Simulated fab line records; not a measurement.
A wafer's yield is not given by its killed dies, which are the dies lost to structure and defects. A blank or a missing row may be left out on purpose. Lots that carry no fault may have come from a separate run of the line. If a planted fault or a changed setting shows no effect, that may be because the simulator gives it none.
Matching of chambers :: flow nandHarc :: 3 sister chambers for NHARC_A_STAIRCASE_DEP_259 on pecvd-03
The step deposits SiON, target thk 30 nm. 6 wafers are shown with their chamber, then 9 later ones without.

## WAFERS WITH THEIR CHAMBER
wafer: L080.5
chamber: 1
heaterPowerW (W): 722

wafer: L088.4
chamber: 0
heaterPowerW (W): 706

wafer: L088.5
chamber: 1
heaterPowerW (W): 696

wafer: L089.2
chamber: 2
heaterPowerW (W): 687

wafer: L089.4
chamber: 2
heaterPowerW (W): 700

wafer: L089.5
chamber: 0
heaterPowerW (W): 719

## WAFERS WITHOUT THEIR CHAMBER
wafer: L091.1
heaterPowerW (W): 726

wafer: L091.3
heaterPowerW (W): 721

wafer: L091.6
heaterPowerW (W): 760

wafer: L092.1
heaterPowerW (W): 769

wafer: L092.4
heaterPowerW (W): 689

wafer: L092.6
heaterPowerW (W): 745

wafer: L094.3
heaterPowerW (W): 719

wafer: L094.5
heaterPowerW (W): 723

wafer: L094.6
heaterPowerW (W): 745

## EACH ONE'S CHAMBER
wafer: L091.1
from the rows above: can't be placed: 0 or 1 or 2
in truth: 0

wafer: L091.3
from the rows above: can't be placed: 0 or 1 or 2
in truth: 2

wafer: L091.6
from the rows above: can't be placed: 0 or 1 or 2
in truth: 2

wafer: L092.1
from the rows above: can't be placed: 0 or 1 or 2
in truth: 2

wafer: L092.4
from the rows above: can't be placed: 2 or 1 or 0
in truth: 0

wafer: L092.6
from the rows above: can't be placed: 0 or 1 or 2
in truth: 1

wafer: L094.3
from the rows above: can't be placed: 0 or 1 or 2
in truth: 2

wafer: L094.5
from the rows above: can't be placed: 0 or 1 or 2
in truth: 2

wafer: L094.6
from the rows above: can't be placed: 0 or 1 or 2
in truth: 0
Correctly placed: 0 of 9. Can't be placed from these rows: 9 (the true chamber is among the candidates in 9). Number placed wrongly: 0.
How it was worked out, from the rows above alone: a wafer's distance from a chamber is the root of the sum, over the readings, of the square of ((its reading less the chamber's mean) divided by the reading's scatter). The wafer belongs to the nearest chamber; if the next one is less than 2 further off, it can't be placed. The mean given for a chamber averages the wafers shown for that chamber. The scatter is the square root of a quotient: the sum, over the shown wafers, of each reading's squared deviation from its chamber's mean, divided by wafers minus chambers.
